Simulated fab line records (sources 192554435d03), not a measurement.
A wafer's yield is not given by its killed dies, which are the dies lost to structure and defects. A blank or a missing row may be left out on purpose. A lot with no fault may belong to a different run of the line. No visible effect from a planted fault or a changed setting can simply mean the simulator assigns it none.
Struck lot and sound lot, side by side + flow n5_finfet + 22 out of 1938 route steps
Sound: these wafers, L695.1, L695.4, L695.6. The struck wafers were L685.1, L685.2, L685.3. The cause is named last.
Each step with rows lists, per side, the tool, then ch with its chambers, then its first start. Under that, the readings that differ: sound wafers + struck wafers + difference of the means + sigmas: that difference in standard deviations of wafers without a fault.
alike: same words and numbers on both sides, and readings whose means sit less than 2 such deviations apart. not compared: any withheld reading, any reading some wafer has no value for, any bound like >300 that may hide the same value, and any number with overlapping values for which the record gives no deviation.
The two part at a step that has a row with sigmas, a row that says differs or no value, or rows on one side only. Numbers that don't overlap but have no deviation are shown without sigmas and don't part them. Lack of a reading on every wafer of one side parts them only where that side has two or more wafers.

first, 2 steps without rows for these wafers: N5_BEOL_M3_ANNEAL_87 (time 240 s); N5_BEOL_M3_SPUTTER_88 (material Cu, target thk 4.5 nm, time 8.29 s).
N5_BEOL_M3_ANNEAL_89: time 240 s.
  struck on pvd_sputter-03, day 10 05:55; sound on pvd_sputter-01, day 12 02:55
  alike: heater_power_w
then, 2 steps without rows for these wafers: N5_BEOL_M3_SPUTTER_90 (material Cu, target thk 4.5 nm, time 8.29 s); N5_BEOL_M3_ANNEAL_91 (time 240 s).
N5_BEOL_M3_SPUTTER_92: material Cu, target thk 4.5 nm, time 8.29 s.
  struck on pvd_sputter-03, day 10 06:16; sound on pvd_sputter-01, day 12 03:17
  alike: chamber_pressure_pa, chuck_gas_flow_sccm, throttle_valve_pct
then, 2 steps without rows for these wafers: N5_BEOL_M3_ANNEAL_93 (time 240 s); N5_BEOL_M3_SPUTTER_94 (material Cu, target thk 4.5 nm, time 8.29 s).
N5_BEOL_M3_ANNEAL_95: time 240 s.
  struck on pvd_sputter-03, day 10 06:34; sound on pvd_sputter-01, day 12 03:35
  alike: heater_power_w
then, 3 steps without rows for these wafers: N5_BEOL_M3_SPUTTER_96 (material Cu, target thk 4.5 nm, time 8.29 s); N5_BEOL_M3_ECD_50 (material Cu, target thk 300 nm); N5_BEOL_M3_ANNEAL_51 (time 90 s).
N5_BEOL_M3_CMP_52: polishes, stops on SiOC, t overpolish 6.8 s, target thk 40 nm.
  sound on cmp-04 ch 0,2, day 12 04:22; struck on cmp-01 ch 0,2,3, day 10 07:26
  no value came back on the struck wafers for any of 6 readings (barrier_field_endpoint_s (s), clearing_platen_down_force_psi (psi) and others); on the sound wafers barrier_field_endpoint_s (s) reads 25.1 25.9 25.8
| reading                                    | sound        | struck          | difference | sigmas |
|--------------------------------------------|--------------|-----------------|------------|--------|
| model.Cu_of_BEOL_M3_ECD_50.thk_nm (nm)     | 41.2 40.8 41 | 297 305.2 303.8 | +261       |        |
| model.SiO2_of_BEOL_M3_PECVD_72.thk_nm (nm) | 0 0 0        | 15.6 15.8 15.8  | +15.7      |        |
  not compared: model.SiOC_of_BEOL_M3_ILD_DEP_00.thk_nm
N5_BEOL_M3_THK_MEAS_53: measures by xrf.
  struck on film_metro-02, day 10 07:43; sound on film_metro-01, day 12 04:40
| reading     | sound          | struck            | difference | sigmas      |
|-------------|----------------|-------------------|------------|-------------|
| M3_THK (nm) | 41.0 40.7 40.9 | 296.2 303.1 303.2 | +260.0     | +99 or more |
N5_BEOL_M3_PRE_CLEAN_60: time 15 s.
  sound on cvd_co-02 ch 0,2, day 12 04:42; struck on cvd_co-02 ch 0,1,2, day 10 07:46
  alike: heater_power_w
N5_BEOL_M3_CO_CAP_55: material Co, precursor CCTBA/H2, target thk 2 nm, time 102.1 s.
  sound on cvd_co-02 ch 0,2, day 12 04:44; struck on cvd_co-02 ch 0,1,2, day 10 07:48
  alike: heater_power_w
then, 2 steps without rows for these wafers: N5_BEOL_M3_PRE_CLEAN_56 (time 15 s); N5_BEOL_M3_DEP_57 (deposits SiCN from 3MS/NH3, target thk 8 nm, time 14 s).
N5_BEOL_M3_RS_MEAS_58: measures by four-point-probe.
  struck on film_metro-01, day 10 08:01; sound on film_metro-02, day 12 04:55
| reading        | sound          | struck         | difference | sigmas |
|----------------|----------------|----------------|------------|--------|
| M3_RS (ohm/sq) | 0.65 0.65 0.65 | 0.06 0.06 0.06 | -0.59      | -16    |
N5_BEOL_M3_INSPECT_59: inspects for defects (darkfield).
  struck on defect_inspect-02, day 10 08:02; sound on defect_inspect-02, day 12 04:57
| reading          | sound    | struck         | difference | sigmas      |
|------------------|----------|----------------|------------|-------------|
| raw_defect_count | 98 69 99 | 5152 5207 5068 | +5054      | +99 or more |
N5_BEOL_M4_RC_MEAS_101:
  the record has rows for the sound wafers here (prober-01 ch 0, day 12 17:12) and none for the struck ones
-- record jumps: 5 days separate the struck wafers' starts on either side; left off in module BEOL_M4, taken up again in module PASSIVATION, whose first shown step is the route's number 1936 --
N5_PASSIVATION_PROBE_49:
  struck on prober-02, day 15 11:01; sound on prober-01, day 17 11:43
| reading                  | sound          | struck         | difference | sigmas |
|--------------------------|----------------|----------------|------------|--------|
| defect_limited_yield (%) | 91.7 91.9 92.1 | 0 0 0          | -92        | -66    |
| killed_at_M0_to_M3       | 40 36 30       | 1121 1120 1097 | +1077      | +98    |
| killed_dies              | 98 96 93       | 1180 1180 1180 | +1084      | +64    |
| killed_on_rim            | 14 12 10       | 152 152 152    | +140       | +40    |
| sort_n_pass              | 1082 1084 1087 | 0 0 0          | -1084      | -64    |
| sort_yield_pct (%)       | 91.7 91.9 92.1 | 0 0 0          | -92        | -66    |
  alike: killed_at_M4_up, killed_at_contacts, killed_at_front_end, killed_at_other, killed_open, killed_short, sort_bin_5_function, sort_bin_6_memory

== WHERE THEY PART ==
First at N5_BEOL_M3_CMP_52; last, within this record, at N5_PASSIVATION_PROBE_49.

WHY: what had been put in by the simulator
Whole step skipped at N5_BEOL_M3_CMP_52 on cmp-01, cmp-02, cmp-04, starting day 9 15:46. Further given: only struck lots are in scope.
